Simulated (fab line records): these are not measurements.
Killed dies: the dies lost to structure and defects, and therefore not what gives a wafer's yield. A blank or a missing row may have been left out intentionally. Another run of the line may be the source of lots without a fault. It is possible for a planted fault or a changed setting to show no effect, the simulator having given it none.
Chamber matching ; flow n5-finfet ; N5_BEOL_M0_SAQP_HM_OPEN_112 on rie-diel-05: 4 sister chambers
The step chemistry CHF3/O2, target SiO2, stops on a-Si, target depth 12 nm, time 13.5 s. 4 wafers are shown with their chamber, then 7 later ones without.

## EACH WAFER AND ITS CHAMBER
wafer;chamber;showerhead-plenum-p-Torr (Torr)
L807.5;3;2.41
L818.5;2;2.39
L819.1;0;2.58
L819.2;1;2.41

## WAFERS WITH NO CHAMBER GIVEN
wafer;showerhead-plenum-p-Torr (Torr)
L819.3;2.39
L823.2;2.39
L823.3;2.57
L823.4;2.40
L825.2;2.57
L825.4;2.40
L825.5;2.40

## WHICH CHAMBER EACH WENT THROUGH
wafer;from the rows above;in truth
L819.3;2;2
L823.2;2;2
L823.3;0;0
L823.4;can't be placed: 2 or 1 or 3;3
L825.2;0;0
L825.4;can't be placed: 2 or 1 or 3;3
L825.5;can't be placed: 2 or 1 or 3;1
Placed correctly: 4 of 7. Cannot be placed on the basis of these rows: 3; the candidates contain the true chamber in 3. Wrongly placed: 0.
How it was worked out, from the rows above alone: a wafer's distance from a chamber is the root of the sum, over the readings, of the square of ((its reading less the chamber's mean) divided by the reading's scatter). If the next closest chamber is less than 2 further off than the closest, the wafer can't be placed; otherwise it belongs to the closest. Each chamber's mean is taken over the wafers shown for it. The scatter: root of mean squared gap, hidden wafer to nearest shown wafer, with one shown wafer a chamber.
